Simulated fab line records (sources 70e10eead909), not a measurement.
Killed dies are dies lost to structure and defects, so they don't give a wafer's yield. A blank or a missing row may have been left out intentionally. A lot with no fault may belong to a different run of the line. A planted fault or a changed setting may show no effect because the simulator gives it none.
3 desks looking at one fault || flow nand_harc || only its own numbers are on each desk; what lay behind them is given at the end

FOR THE TOOL OWNER'S DESK: krf_scanner-03
The tool's own readings at NHARC_P_STI_EXPOSE_06 (exposes mask P STI, target cd 200 nm): means of the sampled wafers that have a number, for each lot that ran on this tool. The brackets show how far a lot's mean lies from the usual mean; more than 4 standard deviations puts the lot out of limits, marked OUT.
Columns: A = exposure_dose_mJ_cm2 at NHARC_P_STI_EXPOSE_06, usual 37.66
{"lot": "L966", "first seen here": "day 3 12:12", "A": 37.67}
{"lot": "L970", "first seen here": "day 4 13:14", "A": 37.61}
{"lot": "L979", "first seen here": "day 6 19:08", "A": 37.62}
{"lot": "L980", "first seen here": "day 7 00:14", "A": 37.61}
{"lot": "L985", "first seen here": "day 8 04:59", "A": 37.67}
This desk's finding: nothing out of limits on any of the 5 lots.

THE DEFECT DESK
Per lot, the means of the sampled wafers with a number show what the inspections along the route counted. The brackets show how far a lot's mean lies from the usual mean; more than 4 standard deviations puts the lot out of limits, marked OUT.
Columns: A = raw_defect_count at NHARC_P_ZERO_WELL_INSPECT_43, usual 13
{"lot": "L962", "first seen here": "day 1 19:28", "A": 19}
{"lot": "L964", "first seen here": "day 2 07:44", "A": 6}
{"lot": "L965", "first seen here": "day 2 13:40", "A": 13}
{"lot": "L966", "first seen here": "day 2 19:19", "A": 6}
{"lot": "L970", "first seen here": "day 3 19:35", "A": 14}
{"lot": "L979", "first seen here": "day 6 01:44", "A": 12}
{"lot": "L980", "first seen here": "day 6 07:36", "A": 15}
{"lot": "L981", "first seen here": "day 6 13:32", "A": 14}
{"lot": "L982", "first seen here": "day 6 19:44", "A": 8}
{"lot": "L984", "first seen here": "day 7 07:41", "A": 11}
{"lot": "L985", "first seen here": "day 7 13:43", "A": 9}
This desk's finding: nothing out of limits on any of the 11 lots.

THE METROLOGY DESK
Lot by lot, what the gauges showed, no matter which tool ran the lot: averages of those sampled wafers that carry a number. The brackets show how far a lot's mean lies from the usual mean; more than 4 standard deviations puts the lot out of limits, marked OUT.
Columns: A = cd_nm at NHARC_P_STI_CD_MEAS_09, usual 200.2 nm; B = trench_depth_nm at NHARC_P_STI_OCD_MEAS_17, usual 300.7 nm; C = trench_foot_cd_nm at NHARC_P_STI_OCD_MEAS_17, usual 158.2 nm
{"lot": "L962", "first seen here": "day 2 10:49", "A": 198.5, "B": 299.8, "C": 156.8}
{"lot": "L964", "first seen here": "day 3 01:57", "A": 200.5, "B": 300.4, "C": 158.9}
{"lot": "L965", "first seen here": "day 3 01:59", "A": 200.4, "B": 300.5, "C": 158.4}
{"lot": "L966", "first seen here": "day 3 12:21", "A": 199.6, "B": 305.3, "C": 156.8}
{"lot": "L970", "first seen here": "day 4 13:23", "A": 192.3, "B": 300.0, "C": 150.4}
{"lot": "L979", "first seen here": "day 6 19:17", "A": 201.5, "B": 297.4, "C": 160.0}
{"lot": "L980", "first seen here": "day 7 00:23", "A": 199.2, "B": 301.8, "C": 157.1}
{"lot": "L981", "first seen here": "day 7 05:53", "A": 200.7, "B": 299.4, "C": 159.0}
{"lot": "L982", "first seen here": "day 7 15:38", "A": 197.4, "B": 298.8, "C": 155.8}
{"lot": "L984", "first seen here": "day 8 00:32", "A": 198.5, "B": 300.1, "C": 156.6}
{"lot": "L985", "first seen here": "day 8 05:08", "A": 200.1, "B": 301.3, "C": 158.2}
This desk's finding: nothing out of limits on any of the 11 lots.

TAKEN TOGETHER
The tool owner's desk saw nothing out of limits.
Nothing the defect desk looked at was out of limits.
At the metrology desk, nothing out of limits was observed.

WHAT THE SIMULATOR HAD PUT IN
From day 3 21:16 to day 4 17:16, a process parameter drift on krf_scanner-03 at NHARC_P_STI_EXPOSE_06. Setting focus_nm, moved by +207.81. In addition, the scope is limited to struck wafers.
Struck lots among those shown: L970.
